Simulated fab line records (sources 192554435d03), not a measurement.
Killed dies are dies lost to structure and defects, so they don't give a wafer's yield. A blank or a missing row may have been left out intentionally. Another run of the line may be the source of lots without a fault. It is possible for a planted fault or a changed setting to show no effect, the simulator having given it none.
fab line records | flow n5-finfet | part 2 of 2: steps 5 to 6 of 6
record lots=22 | wafers=66 | last-day=19
route steps=1938 shown SPACER0@260 SD_EPI_N@278 SD_EPI_P@312 SD_ACTIVATION@330 SDB@365
lots that met no fault: from a run of the same line without faults
start-h: hours from the record's first day to the start of the lot's first wafer shown | wait-h: how many hours have passed since the lot's step before this one | " same as the row above | L1.1+2: a row that stands for several wafers | - no value, or no start was given | * or withheld: withheld | < > ~ a bound
route shown NAME@n: names a module that has steps shown in the file, with the first one's number in the route | usual: the fault-free wafers' mean and standard deviation | same: alike in all rows | chamber/n: place in a boat | sites: each site's reading | _std_site: how widely they spread, as a standard deviation | _edge_site: inner sites' mean taken away from outer sites' mean | radius-mm: for every site, how far away it sits from the centre of the wafer | mask NAME#n: copy n | behind: the most recent tool/chamber to have shaped the wafer | hold: the reason the lot was held/the length of the hold in hours/how it ended | device: transistor that didn't switch, given as n, p or np | end of line: tests of these same wafers at the route's end | where a step has no rows: the recipe by itself | killed: count of dies lost to structure and defects at first sort (not the wafer's yield) | map: a wafer's dies, marking killed ones x, the rest . and places with no die _
set.NAME: the setting the step ran with; set.NAME@STEP: the setting that earlier step ran with | model.NAME: the simulator's own value behind a step, which no gauge read
route steps across a sampled set of lots; one table per step, one row per wafer
services: when a tool's chamber went out of use (start-h, in hours from the record's first day, below 0 if earlier), for how many hours, and the reason
## steps
# step N5_SD_ACTIVATION_RTA_00
# recipe temp-c=975 | time-s=0 | ambient=N2 | idle-temp-c=600 | ramp-up-c-per-s=150 | ramp-down-c-per-s=60 | cool-to-c=600
# usual lamp-power-pct=8.96/0.051 | wafer_temp_C_max=974.9/2
lot.wafer | tool          | chamber | start-h | wait-h | lamp-power-pct | wafer_temp_C_max
L074.1    | rtp-anneal-02 | 0       | 61.61   | 0.2    | 9.00           | 975.2
L074.2    | "             | 0       | "       | "      | 8.90           | 977.7
L074.3    | "             | 0       | "       | "      | 8.99           | 973.6
L075.1    | rtp-anneal-01 | 0       | 65.75   | 0.0    | 8.91           | 976.3
L075.2    | "             | 0       | "       | "      | 9.00           | 975.5
L075.5    | "             | 0       | "       | "      | 8.97           | 977.0
L076.1    | rtp-anneal-02 | 0       | 74.46   | 0.1    | 8.93           | 975.0
L076.2    | "             | 0       | "       | "      | 8.97           | 973.3
L076.5    | "             | 0       | "       | "      | 8.96           | 976.9
L077.1    | rtp-anneal-02 | 0       | 76.19   | 0.0    | 8.96           | 977.1
L077.2    | "             | 0       | "       | "      | 9.08           | 977.8
L077.5    | "             | 0       | "       | "      | 8.96           | 979.7
L078.1    | rtp-anneal-01 | 0       | 85.40   | 0.0    | 8.92           | 974.4
L078.3    | "             | 0       | "       | "      | 8.97           | 976.1
L078.6    | "             | 0       | "       | "      | 9.01           | 976.2
L079.2    | rtp-anneal-02 | 0       | 87.27   | 0.1    | 8.95           | 974.3
L079.3    | "             | 0       | "       | "      | 9.04           | 976.4
L079.6    | "             | 0       | "       | "      | 8.99           | 975.3
L080.1    | rtp-anneal-02 | 0       | 96.66   | 0.0    | 8.91           | 975.4
L080.2    | "             | 0       | "       | "      | 9.01           | 973.1
L080.6    | "             | 0       | "       | "      | 8.89           | 973.1
L081.2    | rtp-anneal-01 | 0       | 102.92  | 0.1    | 8.91           | 976.9
L081.5    | "             | 0       | "       | "      | 9.06           | 975.6
L081.6    | "             | 0       | "       | "      | 8.93           | 975.2
L082.1    | rtp-anneal-01 | 0       | 108.18  | 0.0    | 8.92           | 972.9
L082.2    | "             | 0       | "       | "      | 8.98           | 973.1
L082.5    | "             | 0       | "       | "      | 9.02           | 977.4
L083.1    | rtp-anneal-01 | 0       | 112.83  | 0.2    | 9.01           | 975.1
L083.4    | "             | 0       | "       | "      | 8.97           | 973.9
L083.6    | "             | 0       | "       | "      | 8.93           | 976.6
L084.4    | rtp-anneal-01 | 0       | 118.43  | 0.1    | 9.01           | 974.0
L084.5    | "             | 0       | "       | "      | 8.88           | 972.2
L084.6    | "             | 0       | "       | "      | 9.03           | 976.1
L085.2    | rtp-anneal-01 | 0       | 123.50  | 0.3    | 8.92           | 977.9
L085.4    | "             | 0       | "       | "      | 8.93           | 974.5
L085.5    | "             | 0       | "       | "      | 8.88           | 973.7
L086.1    | rtp-anneal-01 | 0       | 133.66  | 0.0    | 8.92           | 972.5
L086.2    | "             | 0       | "       | "      | 8.90           | 973.1
L086.6    | "             | 0       | "       | "      | 8.98           | 975.1
L087.4    | rtp-anneal-01 | 0       | 137.59  | 0.2    | 8.88           | 974.1
L087.5    | "             | 0       | "       | "      | 8.99           | 975.3
L087.6    | "             | 0       | "       | "      | 8.95           | 972.5
L088.1    | rtp-anneal-01 | 0       | 140.77  | 0.1    | 8.92           | 978.9
L088.3    | "             | 0       | "       | "      | 9.05           | 974.1
L088.5    | "             | 0       | "       | "      | 8.95           | 975.2
L089.1    | rtp-anneal-01 | 0       | 145.36  | 0.1    | 8.91           | 972.8
L089.5    | "             | 0       | "       | "      | 8.95           | 973.0
L089.6    | "             | 0       | "       | "      | 8.95           | 978.9
L091.2    | rtp-anneal-01 | 0       | 159.31  | 0.1    | 8.99           | 976.2
L091.3    | "             | 0       | "       | "      | 9.03           | 976.1
L091.4    | "             | 0       | "       | "      | 8.94           | 976.5
L092.1    | rtp-anneal-01 | 0       | 169.21  | 1.3    | 8.98           | 971.3
L092.2    | "             | 0       | "       | "      | 8.95           | 973.7
L092.6    | "             | 0       | "       | "      | 8.94           | 975.1
L093.3    | rtp-anneal-01 | 0       | 178.09  | 1.2    | 9.00           | 974.0
L093.5    | "             | 0       | "       | "      | 9.03           | 972.8
L093.6    | "             | 0       | "       | "      | 8.93           | 976.2
L094.1    | rtp-anneal-01 | 0       | 178.87  | 0.6    | 8.93           | 976.5
L094.4    | "             | 0       | "       | "      | 8.98           | 970.9
L094.5    | "             | 0       | "       | "      | 8.94           | 972.8
L095.2    | rtp-anneal-01 | 0       | 192.47  | 0.1    | 8.91           | 973.5
L095.3    | "             | 0       | "       | "      | 8.95           | 976.5
L095.6    | "             | 0       | "       | "      | 8.93           | 976.8
L096.2    | rtp-anneal-02 | 0       | 192.79  | 0.1    | 8.97           | 977.1
L096.5    | "             | 0       | "       | "      | 9.00           | 974.4
L096.6    | "             | 0       | "       | "      | 8.97           | 974.0
# step N5_SDB_STRIP_22
# recipe chemistry=N2/H2 | power-w=1000 | temp-c=250 | h2-frac=0.65 | overash-fraction=0.3 | pressure-mtorr=withheld | n2-flow-sccm=1750 | h2-flow-sccm=3250
# usual drypump-motor-current-A=5.6/0.38 | heater-power-w=345/33 | n2-flow-sccm=1749/4.7 | oes-product-au=0.714/0.0046 | strip-time-to-endpoint-s=96.3/0.38
lot.wafer | tool            | chamber | start-h | wait-h | drypump-motor-current-A | heater-power-w | n2-flow-sccm | oes-product-au | rf-hours-counter-h | strip-time-to-endpoint-s
L074.1    | plasma-asher-01 | 0       | 69.36   | 0.1    | 5.5                     | 365            | 1750         | 0.720          | 36                 | 96.0
L074.2    | "               | 1       | "       | "      | 5.3                     | 296            | 1749         | 0.713          | 36                 | 96.4
L074.3    | "               | 1       | "       | "      | 5.3                     | 301            | 1741         | 0.717          | -                  | 96.3
L075.1    | plasma-asher-01 | 1       | 74.49   | 0.1    | 5.3                     | 306            | 1758         | 0.721          | 36                 | 96.5
L075.2    | "               | 0       | "       | "      | 5.5                     | 379            | 1747         | 0.706          | 36                 | 96.1
L075.5    | "               | 1       | "       | "      | 5.3                     | 299            | 1753         | 0.723          | -                  | 96.3
L076.1    | plasma-asher-02 | 1       | 82.64   | 0.1    | 5.7                     | 362            | 1747         | 0.709          | 88                 | 96.9
L076.2    | "               | 0       | "       | "      | 6.4                     | 373            | 1745         | 0.713          | 88                 | 96.6
L076.5    | "               | 0       | "       | "      | 6.4                     | 378            | 1740         | 0.714          | -                  | 96.9
L077.1    | plasma-asher-02 | 0       | 84.35   | 0.1    | 6.4                     | 385            | 1737         | 0.722          | 88                 | 96.5
L077.2    | "               | 1       | "       | "      | 5.7                     | 360            | 1748         | 0.710          | 88                 | 96.1
L077.5    | "               | 0       | "       | "      | 6.5                     | 378            | 1746         | 0.710          | -                  | 96.2
L078.1    | plasma-asher-01 | 1       | 93.27   | 0.1    | 5.3                     | 302            | 1748         | 0.706          | 39                 | 96.2
L078.3    | "               | 0       | "       | "      | 5.5                     | 371            | 1748         | 0.711          | -                  | 96.1
L078.6    | "               | 0       | "       | "      | 5.5                     | 367            | 1744         | 0.709          | -                  | 96.5
L079.2    | plasma-asher-01 | 1       | 95.83   | 0.1    | 5.3                     | 302            | 1748         | 0.712          | 40                 | 96.3
L079.3    | "               | 1       | "       | "      | 5.3                     | 303            | 1755         | 0.708          | -                  | 96.4
L079.6    | "               | 0       | "       | "      | 5.6                     | 377            | 1746         | 0.720          | -                  | 96.4
L080.1    | plasma-asher-02 | 1       | 104.88  | 0.1    | 5.7                     | 372            | 1741         | 0.714          | 93                 | 96.2
L080.2    | "               | 0       | "       | "      | 6.4                     | 388            | 1749         | 0.707          | 93                 | 96.0
L080.6    | "               | 0       | "       | "      | 6.5                     | 382            | 1743         | 0.711          | -                  | 95.9
L081.2    | plasma-asher-01 | 0       | 110.74  | 0.1    | 5.5                     | 362            | 1751         | 0.715          | 43                 | 95.8
L081.5    | "               | 1       | "       | "      | 5.3                     | 299            | 1749         | 0.715          | -                  | 95.7
L081.6    | "               | 0       | "       | "      | 5.5                     | 374            | 1752         | 0.707          | -                  | 95.5
L082.1    | plasma-asher-01 | 0       | 116.47  | 0.1    | 5.5                     | 367            | 1741         | 0.714          | 44                 | 96.3
L082.2    | "               | 1       | "       | "      | 5.3                     | 306            | 1763         | 0.715          | 44                 | 95.9
L082.5    | "               | 0       | "       | "      | 5.5                     | 365            | 1750         | 0.714          | -                  | 96.0
L083.1    | plasma-asher-02 | 1       | 120.69  | 0.1    | 5.7                     | 372            | 1750         | 0.710          | 96                 | 96.5
L083.4    | "               | 1       | "       | "      | 5.7                     | 368            | 1745         | 0.720          | -                  | 95.7
L083.6    | "               | 1       | "       | "      | 5.7                     | 360            | 1750         | 0.710          | -                  | 96.1
L084.4    | plasma-asher-01 | 0       | 127.40  | 0.1    | 5.5                     | 377            | 1748         | 0.716          | -                  | 96.4
L084.5    | "               | 1       | "       | "      | 5.3                     | 298            | 1750         | 0.716          | -                  | 96.2
L084.6    | "               | 0       | "       | "      | 5.5                     | 366            | 1744         | 0.719          | -                  | 96.4
L085.2    | plasma-asher-01 | 0       | 131.42  | 0.1    | 5.5                     | 360            | 1755         | 0.721          | 47                 | 96.4
L085.4    | "               | 0       | "       | "      | 5.5                     | 368            | 1748         | 0.718          | -                  | 96.1
L085.5    | "               | 0       | "       | "      | 5.5                     | 373            | 1751         | 0.710          | -                  | 96.2
L086.1    | plasma-asher-01 | 1       | 142.17  | 0.4    | 5.3                     | 302            | 1747         | 0.716          | 49                 | 96.6
L086.2    | "               | 0       | "       | "      | 5.5                     | 371            | 1746         | 0.714          | 49                 | 96.1
L086.6    | "               | 1       | "       | "      | 5.3                     | 303            | 1739         | 0.719          | -                  | 96.1
L087.4    | plasma-asher-02 | 0       | 145.64  | 0.1    | 6.5                     | 390            | 1745         | 0.712          | -                  | 96.3
L087.5    | "               | 1       | "       | "      | 5.7                     | 362            | 1753         | 0.721          | -                  | 96.4
L087.6    | "               | 0       | "       | "      | 6.5                     | 377            | 1754         | 0.715          | -                  | 95.7
L088.1    | plasma-asher-01 | 1       | 149.14  | 0.1    | 5.3                     | 300            | 1743         | 0.713          | 51                 | 96.8
L088.3    | "               | 1       | "       | "      | 5.3                     | 300            | 1746         | 0.716          | -                  | 96.5
L088.5    | "               | 1       | "       | "      | 5.3                     | 299            | 1743         | 0.717          | -                  | 96.4
L089.1    | plasma-asher-01 | 1       | 154.88  | 0.1    | 5.3                     | 298            | 1746         | 0.713          | 52                 | 96.4
L089.5    | "               | 1       | "       | "      | 5.3                     | 303            | 1751         | 0.714          | -                  | 96.4
L089.6    | "               | 0       | "       | "      | 5.5                     | 366            | 1755         | 0.704          | -                  | 96.7
L091.2    | plasma-asher-02 | 0       | 167.68  | 0.1    | 6.4                     | 376            | 1755         | 0.720          | 105                | 96.0
L091.3    | "               | 0       | "       | "      | 6.5                     | 376            | 1753         | 0.714          | -                  | 96.2
L091.4    | "               | 1       | "       | "      | 5.7                     | 368            | 1752         | 0.716          | -                  | 95.8
L092.1    | plasma-asher-01 | 0       | 177.09  | 0.1    | 5.5                     | 365            | 1744         | 0.713          | 56                 | 96.3
L092.2    | "               | 1       | "       | "      | 5.3                     | 299            | 1746         | 0.716          | 56                 | 96.8
L092.6    | "               | 1       | "       | "      | 5.3                     | 306            | 1745         | 0.719          | -                  | 96.8
L093.3    | plasma-asher-01 | 0       | 186.84  | 0.1    | 5.5                     | 364            | 1754         | 0.713          | -                  | 96.0
L093.5    | "               | 1       | "       | "      | 5.3                     | 296            | 1753         | 0.709          | -                  | 96.2
L093.6    | "               | 0       | "       | "      | 5.5                     | 367            | 1755         | 0.713          | -                  | 95.8
L094.1    | plasma-asher-02 | 1       | 188.37  | 0.1    | 5.7                     | 364            | 1748         | 0.720          | 109                | 96.3
L094.4    | "               | 1       | "       | "      | 5.7                     | 372            | 1747         | 0.715          | -                  | 96.5
L094.5    | "               | 1       | "       | "      | 5.7                     | 361            | 1757         | 0.713          | -                  | 96.5
L095.2    | plasma-asher-01 | 1       | 200.31  | 0.1    | 5.3                     | 298            | 1747         | 0.720          | 60                 | 96.0
L095.3    | "               | 0       | "       | "      | 5.5                     | 362            | 1740         | 0.716          | -                  | 96.0
L095.6    | "               | 1       | "       | "      | 5.3                     | 298            | 1755         | 0.719          | -                  | 95.8
L096.2    | plasma-asher-01 | 0       | 201.32  | 0.1    | 5.5                     | 363            | 1748         | 0.714          | 60                 | 96.4
L096.5    | "               | 1       | "       | "      | 5.3                     | 302            | 1748         | 0.714          | -                  | 96.5
L096.6    | "               | 0       | "       | "      | 5.5                     | 364            | 1747         | 0.714          | -                  | 96.2
## services
tool            | chamber | start-h | hours | kind
rie-diel-06     | 0       | 26.47   | 6.5   | repair
rie-diel-03     | 2       | 26.72   | 4.9   | repair
rie-diel-03     | 0       | 30.25   | 4.7   | repair
ald-sin-01      | 0       | 36.40   | 8.5   | repair
ald-sin-01      | 2       | 52.64   | 6.3   | repair
rie-diel-01     | 1       | 59.08   | 2.7   | repair
ald-sin-04      | 3       | 60.60   | 13.3  | repair
rie-diel-03     | 3       | 60.64   | 132.0 | repair
ald-sin-01      | 1       | 74.19   | 12.5  | repair
rie-diel-04     | 2       | 77.28   | 6.0   | repair
rie-diel-01     | 2       | 79.65   | 27.8  | repair
plasma-asher-01 | -       | 82.60   | 2.8   | pm
ald-sin-04      | -       | 87.53   | 14.0  | pm
ald-sin-02      | 1       | 102.28  | 21.5  | repair
plasma-asher-01 | -       | 112.36  | 0.9   | repair
rtp-anneal-02   | -       | 118.69  | 61.9  | pm
rie-diel-04     | 3       | 133.61  | 22.5  | repair
rie-diel-06     | 2       | 136.40  | 2.6   | repair
ald-sin-02      | 0       | 138.03  | 2.0   | repair
plasma-asher-02 | -       | 140.60  | 4.3   | pm
rie-diel-05     | 0       | 175.21  | 1.2   | repair
rie-diel-06     | -       | 177.84  | 0.6   | repair
rtp-anneal-01   | -       | 180.85  | 2.4   | pm
rie-diel-04     | 0       | 185.19  | 4.0   | repair
